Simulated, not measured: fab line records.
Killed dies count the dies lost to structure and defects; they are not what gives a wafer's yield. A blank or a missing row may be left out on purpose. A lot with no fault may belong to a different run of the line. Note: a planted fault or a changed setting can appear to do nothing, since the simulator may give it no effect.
fab line records	flow n5-finfet
record: lots: 7	wafers: 19	last-day: 17
route steps=1938 shown BEOL_M2@881 BEOL_M4@1111 PASSIVATION@1936
lots that met no fault: taken from a fault-free run of the same line
start-h: hours from the record's opening day to when the first of the lot's shown wafers began	wait-h: how many hours have passed since the lot's step before this one	" repeats the value in the row above	L1.1+2: a single row standing in for several wafers	- no value present, or no start provided	* or withheld: withheld	< > ~ a bound
route shown NAME@n: NAME is a module with steps in the file, n the number in the route of the first one	usual: mean/standard deviation taken from wafers without a fault	same: alike in all rows	chamber/n: place in a boat	sites: the reading at each site	_std_site: their standard deviation	_edge_site: outer sites' mean less inner sites'	radius-mm: how far each site lies from the wafer's centre	mask NAME#n: copy n	behind: tool/chamber where the wafer was last shaped	hold: why the lot was held/for how many hours/how that ended	device: whichever transistor did not switch (one of n, p or np)	end of line: tests of these same wafers at the route's end	step lacking rows: just its recipe	killed: count of dies lost to structure and defects at first sort (not the wafer's yield)	map: per-die view of a wafer (x killed, . not killed, _ where there is no die)
set.NAME: setting as actually run; set.NAME@STEP: the setting as run at that earlier step	model.NAME: the simulator's own value behind a step, which no gauge read
a sample of lots followed through the steps of the route, with each step as a table and each wafer as a row
services: from which hour (start-h, from the record's first day; less than 0 if before it) a tool's chamber was out of use, for how many hours, and why
== steps ==
step: N5_BEOL_M2_ETCH_69
recipe: chemistry: CF4	target: SiARC	target-depth-a: 156	mask-material: CAR-EUV	time-s: 26	ion-energy-ev: 80	pressure-mtorr: 40	source-w: 545	bias-w: 36	Ar_flow_sccm: 100	cf4-flow-sccm: 100	ends: cleared
usual: drypump-motor-current-A: 5.6/0.6	etch-rf-on-time-s: 25.8/0.66	oes-product-au: 0.68/0.084	rf-vpp-V: 184.1/1.3	showerhead-plenum-p-Torr: 2.15/0.077	throttle-valve-pct: 15.66/0.3
lot.wafer	tool	chamber	start-h	wait-h	drypump-motor-current-A	etch-rf-on-time-s	oes-product-au	rf-hours-counter-h	rf-vpp-V	showerhead-plenum-p-Torr	throttle-valve-pct
L244.1	rie-diel-05	2	141.78	0.0	5.3	25.9	0.75	33	184.9	2.16	15.12
L244.3	"	0	"	"	4.8	25.2	0.60	228	182.8	2.04	15.87
L244.5	"	0	"	"	4.8	25.2	0.60	-	182.9	2.04	15.88
L249.2	rie-diel-04	3	176.09	0.0	6.2	26.7	0.65	124	182.8	2.08	15.87
L249.3	"	1	"	"	5.9	25.4	0.60	236	183.8	2.20	16.22
L249.5	"	0	"	"	6.7	26.4	0.63	-	184.6	2.22	15.69
L254.1	rie-diel-04	1	209.54	0.0	5.9	24.8	0.60	248	185.9	2.20	16.24
L254.4	"	0	"	"	6.7	25.8	0.62	193	185.7	2.22	15.71
L259.2	rie-diel-06	1	232.04	0.0	4.8	26.2	0.59	228	182.9	2.11	15.83
L259.4	"	2	"	"	5.1	26.5	0.65	-	185.6	2.28	15.54
L261.2	rie-diel-05	0	258.73	0.0	4.8	24.4	0.83	18	185.3	2.28	15.46
L261.4	"	2	"	"	5.3	25.8	0.70	-	185.1	2.15	15.22
L261.5	"	0	"	"	4.8	24.3	0.83	-	185.4	2.28	15.45
L263.1	rie-diel-06	2	262.32	0.0	5.1	26.1	0.64	120	185.3	2.27	15.55
L263.3	"	1	"	"	4.8	25.9	0.59	238	183.5	2.10	15.84
L263.4	"	0	"	"	6.3	25.2	0.81	10	183.3	2.10	15.59
L264.1	rie-diel-04	0	275.00	0.0	6.7	26.1	0.61	218	185.9	2.21	15.76
L264.3	"	2	"	"	5.7	26.9	0.75	35	185.0	2.08	15.46
L264.4	"	3	"	"	6.2	26.4	0.63	159	180.6	2.06	15.94
step: N5_BEOL_M2_STRIP_36
recipe: chemistry: N2/H2	power-w: 450	temp-c: 40	pressure-mtorr: 20	rf-frequency-hz: 6e+07	overash-fraction: 0.3	bias-power-w: 7	h2-frac: 0.5	n2-flow-sccm: 200	h2-flow-sccm: 200
usual: drypump-motor-current-A: 5.7/0.6	n2-flow-sccm: 199.9/0.62	oes-product-au: 0.81/0.1	rf-vpp-V: 59.3/1.5	showerhead-plenum-p-Torr: 2.55/0.094	temp-c: 40.00/0.11	throttle-valve-pct: 23.71/0.28
lot.wafer	tool	chamber	start-h	wait-h	drypump-motor-current-A	n2-flow-sccm	oes-product-au	rf-hours-counter-h	rf-vpp-V	showerhead-plenum-p-Torr	temp-c	throttle-valve-pct
L244.1	rie-diel-05	2	146.29	0.0	5.3	198.8	0.90	36	60.4	2.58	40.14	23.19
L244.3	"	0	"	"	4.8	200.0	0.67	230	62.0	2.40	39.83	23.81
L244.5	"	2	"	"	5.3	198.7	0.89	-	60.9	2.58	39.93	23.21
L249.2	rie-diel-05	3	178.83	0.0	6.3	199.7	0.96	10	60.7	2.61	39.90	23.53
L249.3	"	0	"	"	4.8	200.4	0.67	243	60.5	2.40	40.30	23.84
L249.5	"	0	"	"	4.8	200.0	0.66	-	56.3	2.40	39.99	23.84
L254.1	rie-diel-05	3	213.15	0.0	6.3	200.0	0.93	21	56.9	2.60	39.98	23.58
L254.4	"	3	"	"	6.3	200.8	0.93	-	57.9	2.60	40.00	23.57
L259.2	rie-diel-05	3	236.50	0.0	6.3	200.0	0.92	31	60.1	2.60	39.94	23.59
L259.4	"	1	"	"	5.3	200.9	0.90	18	61.1	2.71	39.98	23.89
L261.2	rie-diel-04	1	259.60	0.0	5.9	200.6	0.95	7	61.4	2.59	39.92	23.76
L261.4	"	3	"	"	6.2	199.5	0.74	154	60.3	2.43	40.08	24.18
L261.5	"	2	"	"	5.7	200.4	0.91	-	61.1	2.47	40.14	23.50
L263.1	rie-diel-04	3	266.40	0.0	6.2	199.8	0.75	157	60.2	2.43	40.00	24.16
L263.3	"	1	"	"	5.9	199.7	0.94	9	57.7	2.59	40.03	23.75
L263.4	"	0	"	"	6.7	200.4	0.71	216	57.6	2.62	39.91	23.67
L264.1	rie-diel-06	3	275.67	0.0	5.8	199.9	0.78	131	56.9	2.55	39.98	23.60
L264.3	"	0	"	"	6.2	200.0	0.93	14	59.8	2.50	40.06	23.66
L264.4	"	2	"	"	5.1	199.4	0.77	124	60.8	2.67	39.96	23.63
step: N5_BEOL_M2_TRENCH_ETCH_37
recipe: chemistry: C4F6/O2	target-depth-a: 555.55	target: SiOC	time-s: 29.2	ion-energy-ev: 250	pressure-mtorr: 30	source-w: 355	bias-w: 185	Ar_flow_sccm: 300	C4F6_flow_sccm: 10	O2_flow_sccm: 10
usual: C4F6_flow_sccm: 9.994/0.029	drypump-motor-current-A: 5.7/0.6	oes-product-au: 0.81/0.1	rf-vpp-V: 676/16	showerhead-plenum-p-Torr: 2.86/0.1	throttle-valve-pct: 20.9/0.33
lot.wafer	tool	chamber	start-h	wait-h	C4F6_flow_sccm	drypump-motor-current-A	oes-product-au	rf-hours-counter-h	rf-vpp-V	showerhead-plenum-p-Torr	throttle-valve-pct
L244.1	rie-diel-05	2	146.33	-	9.985	5.3	0.88	36	661	2.85	20.2
L244.3	"	0	"	"	10.033	4.8	0.70	230	671	2.72	21.2
L244.5	"	2	"	"	9.958	5.3	0.88	-	662	2.85	20.2
L249.2	rie-diel-05	3	178.87	-	10.017	6.3	0.94	10	686	2.90	20.7
L249.3	"	0	"	"	10.018	4.8	0.69	243	670	2.71	21.2
L249.5	"	0	"	"	10.039	4.8	0.68	-	669	2.71	21.2
L254.1	rie-diel-05	3	213.19	-	10.015	6.4	0.92	21	688	2.90	20.7
L254.4	"	3	"	"	10.021	6.4	1.23	-	688	2.90	20.8
L259.2	rie-diel-05	3	236.54	-	9.974	6.4	1.20	31	689	2.89	20.8
L259.4	"	1	"	"	9.969	5.3	1.22	18	677	3.00	20.9
L261.2	rie-diel-04	1	259.64	-	10.031	5.9	0.97	7	651	2.93	21.2
L261.4	"	3	"	"	9.967	6.2	0.75	154	684	2.76	21.3
L261.5	"	2	"	"	10.012	5.7	0.90	-	686	2.75	20.6
L263.1	rie-diel-04	3	266.44	-	10.027	6.2	0.74	157	684	2.76	21.3
L263.3	"	1	"	"	10.010	5.9	0.96	9	649	2.92	21.2
L263.4	"	0	"	"	9.984	6.7	0.71	216	695	2.93	20.9
L264.1	rie-diel-06	3	275.71	-	9.995	5.9	0.77	131	695	2.84	20.8
L264.3	"	0	"	"	9.958	6.2	0.93	14	651	2.78	20.8
L264.4	"	2	"	"	9.937	5.1	0.76	124	687	3.01	20.8
step: N5_BEOL_M2_ETCH_41
recipe: chemistry: CH3F/O2	target: SiCN	target-depth-a: 299	taper-deg: 2	time-s: 52.5	ion-energy-ev: 120	mask-material: TiN	pressure-mtorr: 30	source-w: 395	bias-w: 75	Ar_flow_sccm: 150	CH3F_flow_sccm: 30	O2_flow_sccm: 20
usual: drypump-motor-current-A: 5.7/0.6	oes-product-au: 0.81/0.1	rf-vpp-V: 297.6/1.6	showerhead-plenum-p-Torr: 2.01/0.073	throttle-valve-pct: 16.3/0.3
lot.wafer	tool	chamber	start-h	wait-h	drypump-motor-current-A	oes-product-au	rf-hours-counter-h	rf-vpp-V	showerhead-plenum-p-Torr	throttle-valve-pct
L244.1	rie-diel-05	2	-	-	5.3	0.87	36	299.0	2.01	15.8
L244.3	"	0	"	"	4.8	0.69	230	296.1	1.91	16.6
L244.5	"	2	"	"	5.3	0.88	-	296.4	2.01	15.8
L249.2	rie-diel-05	3	-	-	6.4	0.95	10	298.6	2.04	16.1
L249.3	"	0	"	"	4.8	0.69	243	294.4	1.90	16.7
L249.5	"	0	"	"	4.8	0.69	-	295.3	1.90	16.7
L254.1	rie-diel-05	3	-	-	6.3	0.93	21	298.4	2.04	16.1
L254.4	"	3	"	"	6.3	0.92	-	298.8	2.04	16.1
L259.2	rie-diel-05	3	-	-	6.3	0.90	31	297.7	2.03	16.1
L259.4	"	1	"	"	5.3	0.92	18	299.4	2.11	16.3
L261.2	rie-diel-04	1	-	-	5.9	0.96	7	298.1	2.06	16.5
L261.4	"	3	"	"	6.3	0.75	154	295.8	1.93	16.7
L261.5	"	2	"	"	5.7	0.91	-	297.0	1.93	16.1
L263.1	rie-diel-04	3	-	-	6.2	0.74	157	294.3	1.93	16.7
L263.3	"	1	"	"	5.9	0.96	9	298.1	2.06	16.5
L263.4	"	0	"	"	6.7	0.72	216	299.4	2.06	16.4
L264.1	rie-diel-06	3	-	-	5.8	0.76	131	297.7	2.00	16.3
L264.3	"	0	"	"	6.3	0.92	14	296.6	1.95	16.2
L264.4	"	2	"	"	5.1	0.76	124	300.1	2.12	16.2
step: N5_BEOL_M2_OCD_MEAS_38
usual: trench-depth-nm: 56.0/0.96
lot.wafer	tool	chamber	start-h	wait-h	trench-depth-nm
L244.1	ocd-01	-	146.48	-	56.2
L244.3	"	-	"	"	56.0
L244.5	"	-	"	"	56.2
L249.2	ocd-01	-	179.02	-	57.2
L249.3	"	-	"	"	55.8
L249.5	"	-	"	"	56.3
L254.1	ocd-02	-	213.35	-	56.7
L254.4	"	-	"	"	87.3
L259.2	ocd-01	-	236.70	-	87.7
L259.4	"	-	"	"	85.7
L261.2	ocd-01	-	259.80	-	57.1
L261.4	"	-	"	"	55.5
L261.5	"	-	"	"	55.7
L263.1	ocd-01	-	266.59	-	55.8
L263.3	"	-	"	"	56.7
L263.4	"	-	"	"	55.4
L264.1	ocd-02	-	275.86	-	56.7
L264.3	"	-	"	"	56.9
L264.4	"	-	"	"	55.4
step: N5_BEOL_M2_THK_MEAS_53
recipe: thk-meas-gauge: xrf	reads: Cu_of_BEOL_M2_ECD_50
usual: M2_THK: 40.7/1.6
lot.wafer	tool	chamber	start-h	wait-h	M2_THK[nm]
L244.1	film-metro-01	-	150.01	-	40.8
L244.3	"	-	"	"	40.3
L244.5	"	-	"	"	39.1
L249.2	film-metro-01	-	183.52	-	40.8
L249.3	"	-	"	"	40.3
L249.5	"	-	"	"	39.2
L254.1	film-metro-02	-	217.92	-	41.0
L254.4	"	-	"	"	70.4
L259.2	film-metro-01	-	241.55	-	71.9
L259.4	"	-	"	"	68.6
L261.2	film-metro-01	-	263.16	-	40.3
L261.4	"	-	"	"	39.8
L261.5	"	-	"	"	40.6
L263.1	film-metro-02	-	271.09	-	42.1
L263.3	"	-	"	"	43.9
L263.4	"	-	"	"	41.7
L264.1	film-metro-01	-	279.30	-	42.7
L264.3	"	-	"	"	41.1
L264.4	"	-	"	"	39.6
step: N5_BEOL_M2_RS_MEAS_58
recipe: thk-meas-gauge: four-point-probe	reads: Co_of_BEOL_M2_CO_CAP_55+Cu_of_BEOL_M2_ECD_50+Co_of_BEOL_M2_CVD_47+TaN_of_BEOL_M2_ALD_84
usual: M2_RS: 0.66/0.033
lot.wafer	tool	chamber	start-h	wait-h	M2_RS[ohm/sq]
L244.1	film-metro-02	-	150.27	0.0	0.66
L244.3	"	-	"	"	0.68
L244.5	"	-	"	"	0.70
L249.2	film-metro-02	-	183.81	0.1	0.65
L249.3	"	-	"	"	0.66
L249.5	"	-	"	"	0.69
L254.1	film-metro-02	-	218.21	0.1	0.65
L254.4	"	-	"	"	0.33
L259.2	film-metro-01	-	241.81	0.1	0.33
L259.4	"	-	"	"	0.35
L261.2	film-metro-01	-	263.42	0.1	0.66
L261.4	"	-	"	"	0.68
L261.5	"	-	"	"	0.66
L263.1	film-metro-02	-	271.35	0.0	0.64
L263.3	"	-	"	"	0.60
L263.4	"	-	"	"	0.65
L264.1	film-metro-02	-	279.59	0.1	0.62
L264.3	"	-	"	"	0.66
L264.4	"	-	"	"	0.68
step: N5_BEOL_M4_RC_MEAS_101
usual: DIBL_N: 36.8/2.2	DIBL_P: 37.0/2.8	IOFF_N: 0.18/0.043	IOFF_P: 0.23/0.05	ION_N: 680/14	ION_P: 466/9.1	SERP_M2: 199/18	SERP_M2_max_site: 212/20	SS_N: 71.7/0.74	SS_P: 73.5/0.79	VT_N: 248/4	VT_P: -249/4.1
lot.wafer	tool	chamber	start-h	wait-h	DIBL_N[mV/V]	DIBL_P[mV/V]	IOFF_N[nA/um]	IOFF_P[nA/um]	ION_N[uA/um]	ION_P[uA/um]	SERP_M2[ohm/um]	SERP_M2_max_site[ohm/um]	SS_N[mV/dec]	SS_P[mV/dec]	VT_N[mV]	VT_P[mV]
L244.1	prober-01	0	169.07	0.0	39.6	41.3	0.29	0.36	715	484	178	189	72.7	74.8	238	-241
L244.3	"	0	"	"	35.4	36.2	0.17	0.22	691	470	184	195	71.5	73.3	247	-246
L244.5	"	0	"	"	37.8	39.6	0.23	0.32	696	480	186	201	72.1	74.0	243	-242
L249.2	prober-02	0	203.49	0.2	37.2	36.0	0.17	0.22	678	465	181	196	72.8	73.9	248	-248
L249.3	"	0	"	"	34.5	33.0	0.13	0.18	658	457	211	222	71.3	72.6	250	-250
L249.5	"	0	"	"	38.6	38.7	0.20	0.26	677	469	196	204	72.6	73.6	246	-246
L254.1	prober-01	0	238.03	0.0	36.0	34.8	0.18	0.22	691	467	205	208	71.4	72.5	247	-250
L254.4	"	0	"	"	36.7	34.3	0.18	0.21	687	474	101	114	71.0	72.6	249	-248
L259.2	prober-02	0	260.82	0.2	38.1	35.3	0.18	0.24	688	475	109	112	72.0	73.1	249	-246
L259.4	"	0	"	"	38.4	35.4	0.16	0.23	669	459	132	145	71.9	73.5	252	-248
L261.2	prober-01	0	284.66	0.2	33.8	32.3	0.13	0.18	664	461	181	195	71.4	72.0	253	-252
L261.4	"	0	"	"	36.8	36.9	0.18	0.25	682	468	213	218	71.5	72.8	247	-249
L261.5	"	0	"	"	38.4	38.7	0.23	0.27	700	479	202	208	71.8	73.7	242	-248
L263.1	prober-01	0	291.49	0.0	37.4	36.0	0.18	0.20	687	459	195	212	71.9	73.4	249	-252
L263.3	"	0	"	"	39.8	41.2	0.25	0.31	707	480	169	174	73.3	74.3	244	-249
L263.4	"	0	"	"	38.5	37.6	0.21	0.23	683	460	191	200	72.8	73.8	247	-250
L264.1	prober-01	0	298.57	0.0	33.4	34.3	0.12	0.17	671	460	181	192	70.6	73.1	256	-255
L264.3	"	0	"	"	37.3	39.2	0.20	0.25	687	468	195	210	71.6	73.7	246	-250
L264.4	"	0	"	"	35.5	37.2	0.15	0.22	670	466	221	242	71.4	73.1	251	-250
sites SERP_M2 radius-mm=0,75,75,75,75,140,140,140,140
L244.1 180 178 189 181 183 172 172 166 170
L249.2 196 191 192 186 181 171 175 174 168
L254.1 208 205 208 208 207 185 174 181 174
L259.2 112 111 109 110 111 106 101 102 98
L261.2 189 181 194 195 186 172 179 170 179
L263.1 195 212 201 198 204 185 190 188 180
L264.1 188 192 188 188 181 157 164 167 158
step: N5_PASSIVATION_PROBE_49
usual: defect-limited-yield: 91.4/1.5	killed_at_M0_to_M3: 36/11	killed_at_M4_up: 14/6	killed-at-contacts: 11/6	killed-at-front-end: 37/11	killed-at-other: 4/3.4	killed-dies: 102/18	killed-open: 66/13	killed-short: 34/7.8	sort_bin_5_function: 5.0/0.97	sort_bin_6_memory: 3.2/0.7	sort_bin_8_speed: 0.0/0.38	sort-n-pass: 1078/19	sort-yield-pct: 91.3/1.6
same: gross-dies: 1180	killed-at-back-side: 0	sort_bin_4_leakage[%]: 0
lot.wafer	tool	chamber	start-h	wait-h	defect-limited-yield[%]	killed_at_M0_to_M3	killed_at_M4_up	killed-at-contacts	killed-at-front-end	killed-at-other	killed-dies	killed-open	killed-short	sort_bin_5_function[%]	sort_bin_6_memory[%]	sort_bin_8_speed[%]	sort-n-pass	sort-yield-pct[%]
L254.4	prober-02	-	344.78	0.9	89.1	39	19	7	61	3	129	78	49	6.5	3.9	0	1051	89.1
killed by level:class
L254.4 FIN_SAQP:geometric-particle:open=24 FIN_SAQP:geometric-particle:short=13 BEOL_M0_SAQP:geometric-particle:short=13 BEOL_M0_SAQP:geometric-particle:open=12 BEOL_M4:geometric-particle:open=12 GATE_CUT:geometric-particle:short=7 MOL_CONTACT_COAG:geometric-particle:open=6 BEOL_M4:geometric-particle:short=6
== services ==
tool	chamber	start-h	hours	kind
rie-diel-05	3	133.54	-	clean
rie-diel-05	3	133.54	-	consumable-replace:focus-ring
rie-diel-05	3	133.54	18.2	scheduled-down
rie-diel-05	3	133.54	18.2	vent-cycle
rie-diel-04	0	138.65	5.3	repair
rie-diel-06	0	147.08	5.7	repair
rie-diel-04	2	159.67	-	clean
rie-diel-04	2	159.67	-	consumable-replace:focus-ring
rie-diel-04	2	159.67	21.8	scheduled-down
rie-diel-04	2	159.67	21.8	vent-cycle
rie-diel-05	1	170.15	-	clean
rie-diel-05	1	170.15	-	consumable-replace:focus-ring
rie-diel-05	1	170.15	-	consumable-replace:showerhead
rie-diel-05	1	170.15	17.4	scheduled-down
rie-diel-05	1	170.15	17.4	vent-cycle
rie-diel-05	0	200.40	-	clean
rie-diel-05	0	200.40	-	consumable-replace:focus-ring
rie-diel-05	0	200.40	-	consumable-replace:showerhead
rie-diel-05	0	200.40	14.8	scheduled-down
rie-diel-05	0	200.40	14.8	vent-cycle
rie-diel-04	1	214.39	-	clean
rie-diel-04	1	214.39	-	consumable-replace:focus-ring
rie-diel-04	1	235.62	8.8	repair
rie-diel-05	3	239.05	115.1	repair
== key ==
first-sign: step: N5_BEOL_M2_TRENCH_ETCH_37	reading: oes-product-au	direction: up	sigmas: 4	usual: 0.81	struck: 1.22
effect: step: N5_BEOL_M2_OCD_MEAS_38	reading: trench-depth-nm	direction: up	sigmas: 32	usual: 56.0	struck: 86.9
effect: step: N5_BEOL_M2_THK_MEAS_53	reading: M2_THK	direction: up	sigmas: 19	usual: 40.7	struck: 70.3
effect: step: N5_BEOL_M2_RS_MEAS_58	reading: M2_RS	direction: down	sigmas: 10	usual: 0.66	struck: 0.34
effect: step: N5_BEOL_M4_RC_MEAS_101	reading: SERP_M2	direction: down	sigmas: 4.7	usual: 199	struck: 114
effect: step: N5_BEOL_M4_RC_MEAS_101	reading: SERP_M2_max_site	direction: down	sigmas: 4.3	usual: 212	struck: 123
met-at N5_BEOL_M2_TRENCH_ETCH_37
struck-lots L254,L259
struck-wafers L254.4,L259.2,L259.4
not-acting-at N5_BEOL_M2_ETCH_69,N5_BEOL_M2_STRIP_36,N5_BEOL_M2_ETCH_41
onset-between 178.87 213.19
fault: kind: process-parameter-drift	tool: rie-diel-05	chamber: -	onset-h: 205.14	steps: N5_BEOL_M2_TRENCH_ETCH_37	channel: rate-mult	offset: 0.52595	shape: step	end-h: 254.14	scope: struck-wafers-only
